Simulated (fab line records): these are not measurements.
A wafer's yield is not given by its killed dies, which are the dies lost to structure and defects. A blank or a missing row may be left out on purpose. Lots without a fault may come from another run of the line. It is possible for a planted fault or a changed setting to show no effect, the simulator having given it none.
fab line records	flow n5_finfet
record lots=7	wafers=21	last_day=17
route steps=1938 shown PASSIVATION@1910
lots that met no fault: from a run of the same line without faults
start_h: start of the lot's first displayed wafer, in hours after the record's first day	wait_h: hours elapsed since this lot's preceding step	" identical to the entry in the row above	L1.1+2: a single row standing in for several wafers	- no value, or no start given	* or withheld: withheld	< > ~ a bound
route shown NAME@n: a module of which the file shows steps, and the number in the route of the first	usual: mean/standard deviation of fault-free wafers	same: alike in all rows	chamber/n: place in a boat	sites: each site's reading	_std_site: standard deviation of those values	_edge_site: the outer-site mean with the inner-site mean subtracted	radius_mm: how far each site lies from the wafer's centre	mask NAME#n: copy n	behind: the tool/chamber that last shaped the wafer	hold: reason for holding the lot/hours on hold/outcome of the hold	device: whichever transistor did not switch (one of n, p or np)	end of line: the same wafers' tests at the end of the route	a step given without rows: its recipe and nothing more	killed: not the wafer's yield, but the dies lost to structure and defects at the first sort	map: the dies of a wafer, with x for killed, . for not killed, _ for no die there
set.NAME: the setting that was run; set.NAME@STEP: the one run at that earlier step	model.NAME: the simulator's own value behind a step, which no gauge read
lots at selected steps of the route; one table per step, one row per wafer
services: the hour from which a tool's chamber was out of use, counted from the record's first day as start_h (under 0 if before that day), plus the number of hours and why
## steps
# step N5_PASSIVATION_ETCH_59
# recipe chemistry=Cl2/BCl3	target=TaN	target_depth_a=650	time_s=34.9	ion_energy_ev=100	pressure_mtorr=10	icp_w=900	bias_w=100	Cl2_flow_sccm=60	bcl3_flow_sccm=30
# usual drypump_motor_current_A=5.9/0.34	oes_product_au=0.79/0.091	throttle_valve_pct=21.24/0.22
lot.wafer	tool	chamber	start_h	wait_h	drypump_motor_current_A	oes_product_au	rf_hours_counter_h	throttle_valve_pct
L171.1	rie_metal-02	0	289.10	0.3	5.4	0.73	50	20.85
L171.2	"	1	"	"	6.0	0.70	82	21.32
L171.3	"	0	"	"	5.4	0.74	-	20.86
L175.1	rie_metal-02	0	309.24	0.3	5.4	0.73	53	20.87
L175.2	"	1	"	"	6.0	0.70	85	21.31
L175.6	"	1	"	"	5.9	0.70	-	21.36
L178.1	rie_metal-03	1	321.21	0.3	6.0	0.93	7	21.38
L178.4	"	0	"	"	5.9	0.79	-	21.07
L178.6	"	0	"	"	5.9	0.79	-	21.04
L181.1	rie_metal-03	1	351.49	0.3	6.0	0.90	10	21.41
L181.4	"	1	"	"	6.0	0.90	-	21.40
L181.5	"	0	"	"	5.9	0.78	-	21.08
L188.1	rie_metal-02	0	377.30	0.3	5.4	0.71	58	20.89
L188.3	"	0	"	"	5.4	0.71	-	20.90
L188.6	"	1	"	"	6.0	0.69	-	21.37
L192.1	rie_metal-01	1	399.00	0.3	6.4	0.71	77	21.53
L192.2	"	0	"	"	5.3	0.89	11	21.27
L192.6	"	1	"	"	6.4	0.71	-	21.55
L189.2	rie_metal-01	0	405.80	0.3	5.3	0.90	12	21.25
L189.3	"	1	"	"	6.4	0.71	-	21.54
L189.6	"	0	"	"	5.3	0.89	-	21.25
# step N5_PASSIVATION_STRIP_34
# recipe chemistry=O2	power_w=600	temp_c=60	pressure_mtorr=30	rf_frequency_hz=6e+07	bias_power_w=0	overash_fraction=2	o2_flow_sccm=225
# usual drypump_motor_current_A=5.5/0.39	oes_product_au=0.82/0.1	rf_vpp_V=3.8/1.6	showerhead_plenum_p_Torr=2.08/0.083	throttle_valve_pct=16.65/0.24
lot.wafer	tool	chamber	start_h	wait_h	drypump_motor_current_A	oes_product_au	rf_hours_counter_h	rf_vpp_V	showerhead_plenum_p_Torr	throttle_valve_pct
L171.1	rie_diel-04	1	289.41	0.3	5.1	0.72	192	3.0	1.98	16.98
L171.2	"	3	"	"	5.5	0.75	157	3.0	2.03	16.86
L171.3	"	2	"	"	6.0	0.68	247	4.8	2.05	16.76
L175.1	rie_diel-04	3	309.36	0.1	5.5	0.74	166	2.3	2.02	16.81
L175.2	"	0	"	"	6.1	0.99	2	3.7	2.17	16.45
L175.6	"	0	"	"	6.1	0.99	-	4.4	2.17	16.46
L178.1	rie_diel-04	2	321.33	0.1	6.0	0.99	1	5.3	2.05	16.39
L178.4	"	1	"	"	5.1	0.74	206	2.4	1.97	16.98
L178.6	"	2	"	"	6.0	0.99	-	1.8	2.05	16.32
L181.1	rie_diel-02	2	351.61	0.1	4.8	0.69	245	4.2	2.16	16.87
L181.4	"	0	"	"	5.9	0.92	26	4.8	2.15	16.44
L181.5	"	0	"	"	5.9	0.91	-	3.5	2.15	16.44
L188.1	rie_diel-06	3	377.42	0.1	5.5	0.79	136	3.6	2.01	16.67
L188.3	"	0	"	"	5.7	0.84	65	3.0	2.03	16.45
L188.6	"	3	"	"	5.5	0.77	-	3.6	2.01	16.66
L192.1	rie_diel-02	1	399.15	0.1	5.7	0.92	26	5.7	2.22	16.31
L192.2	"	0	"	"	5.9	0.86	47	7.7	2.15	16.47
L192.6	"	0	"	"	5.9	0.89	-	6.2	2.14	16.49
L189.2	rie_diel-02	0	405.95	0.1	5.9	0.88	50	1.0	2.14	16.50
L189.3	"	2	"	"	4.8	0.93	11	1.8	2.16	16.43
L189.6	"	2	"	"	4.8	0.92	-	2.3	2.15	16.43
# step N5_PASSIVATION_STRIP_51
# recipe chemistry=post_etch_residue_remover	time_s=1200	temp_c=72.5
# step N5_PASSIVATION_CLEAN_69
# recipe chemistry=IPA	time_s=180	temp_c=25
# step N5_PASSIVATION_SRD_70
# recipe dry=ipa_marangoni	time_s=30	temp_c=23	rinse_liquid=diw
# step N5_PASSIVATION_PECVD_53
# recipe material=SiO2	target_thk_a=8000	temp_c=400	precursor=TEOS/O2	pressure_torr=6.5	rf_w=withheld	teos_flow_sccm=withheld	gas=O2	flow_sccm=2650	time_s=169.4
# step N5_PASSIVATION_PECVD_35
# recipe material=SiNx	target_thk_a=7000	temp_c=400	precursor=SiH4/NH3/N2	pressure_torr=4.9	rf_w=1406	time_s=151.3
# usual heater_power_w=308/66	showerhead_plenum_p_Torr=8.67/0.085	throttle_valve_pct=28.8/2
lot.wafer	tool	chamber	start_h	wait_h	heater_power_w	showerhead_plenum_p_Torr	throttle_valve_pct
L171.1	pecvd-04	0	290.06	0.1	376	8.63	27.5
L171.2	"	2	"	"	168	8.68	29.0
L171.3	"	1	"	"	348	8.73	29.1
L175.1	pecvd-03	1	310.07	0.1	285	8.52	26.7
L175.2	"	2	"	"	317	8.60	27.1
L175.6	"	1	"	"	359	8.52	26.9
L178.1	pecvd-04	0	321.94	0.1	375	8.61	27.5
L178.4	"	2	"	"	228	8.72	29.3
L178.6	"	0	"	"	238	8.61	27.4
L181.1	pecvd-02	0	352.22	0.1	335	8.69	27.4
L181.4	"	0	"	"	362	8.69	27.2
L181.5	"	1	"	"	262	8.82	33.1
L188.1	pecvd-02	2	378.03	0.1	351	8.60	27.5
L188.3	"	0	"	"	291	8.71	27.3
L188.6	"	0	"	"	327	8.68	27.5
L192.1	pecvd-02	0	399.76	0.1	226	8.70	27.6
L192.2	"	2	"	"	336	8.58	27.9
L192.6	"	0	"	"	279	8.68	27.4
L189.2	pecvd-04	2	406.56	0.1	217	8.71	29.4
L189.3	"	1	"	"	370	8.74	29.1
L189.6	"	1	"	"	397	8.73	29.1
# step N5_PASSIVATION_HMDS_37
# recipe time_s=60	temp_c=120
# step N5_PASSIVATION_COAT_38
# recipe spin_rpm=3000	resist_thk_nm=withheld
# step N5_PASSIVATION_EBR_40
# recipe solvent=PGMEA	ebr_width_mm=1.5
# step N5_PASSIVATION_SOFTBAKE_39
# recipe temp_c=110	time_s=120
# step N5_PASSIVATION_EXPOSE_41
# recipe mask_id=PASS_OPEN	na=0.55	defocus_nm=0	source_shape=conventional	sigma_outer=0.8	polarization=unpolarized	target_cd_nm=40000	dose_mj=57.25
# step N5_PASSIVATION_PEB_42
# recipe peb_temp_c=withheld	peb_time_s=*
# usual chill_plate_temp_C=*	exhaust_pa=45.0/0.89
lot.wafer	tool	chamber	start_h	wait_h	chill_plate_temp_C	exhaust_pa
L171.1	litho_track-03	0	290.50	0.1	*	46.1
L171.2	"	0	"	"	*	45.2
L171.3	"	0	"	"	*	46.0
L175.1	litho_track-05	0	310.56	0.1	*	44.6
L175.2	"	0	"	"	*	45.5
L175.6	"	0	"	"	*	44.9
L178.1	litho_track-05	0	322.38	0.1	*	44.4
L178.4	"	0	"	"	*	45.3
L178.6	"	0	"	"	*	45.5
L181.1	litho_track-05	0	352.54	0.1	*	45.1
L181.4	"	0	"	"	*	44.7
L181.5	"	0	"	"	*	45.3
L188.1	litho_track-03	-	378.47	0.1	-	-
L188.3	"	-	"	"	-	-
L188.6	"	-	"	"	-	-
L192.1	litho_track-05	-	400.14	0.1	-	-
L192.2	"	-	"	"	-	-
L192.6	"	-	"	"	-	-
L189.2	litho_track-02	-	406.87	0.0	-	-
L189.3	"	-	"	"	-	-
L189.6	"	-	"	"	-	-
# step N5_PASSIVATION_DEVELOP_43
# recipe develop_time_s=60	rinse_liquid=diw	dry=air_spin	dev_temp_c=21
## services
tool	chamber	start_h	hours	kind
rie_diel-04	3	275.02	10.0	repair
rie_diel-06	3	280.34	5.1	repair
rie_diel-04	0	285.05	-	clean
rie_diel-04	0	285.05	-	consumable_replace:focus_ring
rie_diel-04	0	285.05	18.8	scheduled_down
rie_diel-04	0	285.05	18.8	vent_cycle
rie_metal-01	-	290.14	2.8	pm
pecvd-02	1	292.93	5.5	scheduled_down
rie_diel-04	2	304.11	-	clean
rie_diel-04	2	304.11	-	consumable_replace:focus_ring
rie_diel-04	2	304.11	12.8	scheduled_down
rie_diel-04	2	304.11	12.8	vent_cycle
pecvd-03	0	305.82	12.4	repair
pecvd-04	1	317.12	3.5	repair
rie_diel-02	1	317.81	-	clean
litho_track-05	-	317.83	-	consumable_replace:filter
pecvd-03	-	329.15	14.6	pm
pecvd-03	-	351.09	5.5	pm
rie_diel-04	2	361.65	6.5	repair
rie_metal-01	-	364.20	0.3	repair
pecvd-03	1	379.09	4.7	repair
litho_track-05	-	387.06	-	consumable_replace:filter
pecvd-04	-	391.74	2.8	pm
rie_diel-04	-	401.02	14.6	pm
## key
first_sign step=N5_PASSIVATION_PEB_42	reading=tool_record	direction=missing
effect none on later readings
met_at N5_PASSIVATION_PEB_42
struck_wafers L188.1,L188.3,L188.6,L189.2,L189.3,L189.6,L192.1,L192.2,L192.6
later_rows_left_out L188.1,L188.3,L188.6,L189.2,L189.3,L189.6,L192.1,L192.2,L192.6
sort_left_out L188.1,L188.3,L188.6,L189.2,L189.3,L189.6,L192.1,L192.2,L192.6
onset_between 352.54 378.47
fault kind=skipped_step_whole	tool=litho_track-02,litho_track-03,litho_track-05	chamber=-	onset_h=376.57	steps=N5_PASSIVATION_PEB_42	scope=struck_lots_only
# sort_left_out: the simulated sort isn't trusted on such a fault, so these wafers' sort isn't shown, and their yield isn't known
# later_rows_left_out: the simulator's readings of these wafers behind a module that went badly wrong aren't trusted and aren't shown, but for the sort
